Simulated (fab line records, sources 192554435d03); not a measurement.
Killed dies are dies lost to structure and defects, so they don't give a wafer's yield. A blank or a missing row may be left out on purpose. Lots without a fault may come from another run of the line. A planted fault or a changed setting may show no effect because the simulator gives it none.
Chamber matching | flow n5_finfet | N5_BEOL_M14_DEP_53 on pecvd-03: 3 sister chambers
The step deposits SiCN from 3MS/NH3, target thk 50 nm, time 17.8 s. 3 wafers are shown with their chamber, then 10 later ones without.

WAFERS WITH THEIR CHAMBER
wafer  | chamber | throttle_valve_pct (%)
L081.6 | 0       | 18.3
L083.3 | 2       | 17.3
L083.4 | 1       | 16.9

WAFERS WITHOUT THEIR CHAMBER
wafer  | throttle_valve_pct (%)
L083.5 | 17.1
L085.1 | 16.9
L085.3 | 16.9
L085.6 | 18.2
L089.3 | 18.2
L089.4 | 18.0
L089.6 | 17.4
L091.3 | 17.3
L091.5 | 17.2
L091.6 | 16.9

WHICH CHAMBER EACH WENT THROUGH
wafer  | from the rows above     | in truth
L083.5 | can't be placed: 2 or 1 | 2
L085.1 | 1                       | 1
L085.3 | 1                       | 1
L085.6 | 0                       | 0
L089.3 | 0                       | 0
L089.4 | 0                       | 0
L089.6 | 2                       | 2
L091.3 | 2                       | 2
L091.5 | can't be placed: 2 or 1 | 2
L091.6 | 1                       | 1
Placed correctly: 8 of 10. Can't be placed from these rows: 2 (the true chamber is among the candidates in 2). Placed wrongly: 0.
How it was worked out, from the rows above alone: a wafer's distance from a chamber is the root of the sum, over the readings, of the square of ((its reading less the chamber's mean) divided by the reading's scatter). The wafer belongs to the nearest chamber; if the next one is less than 2 further off, it can't be placed. A chamber's mean is the mean of its shown wafers. The scatter: with one shown wafer a chamber, the root of the mean of the squares of how far each hidden wafer lies from its nearest shown one.
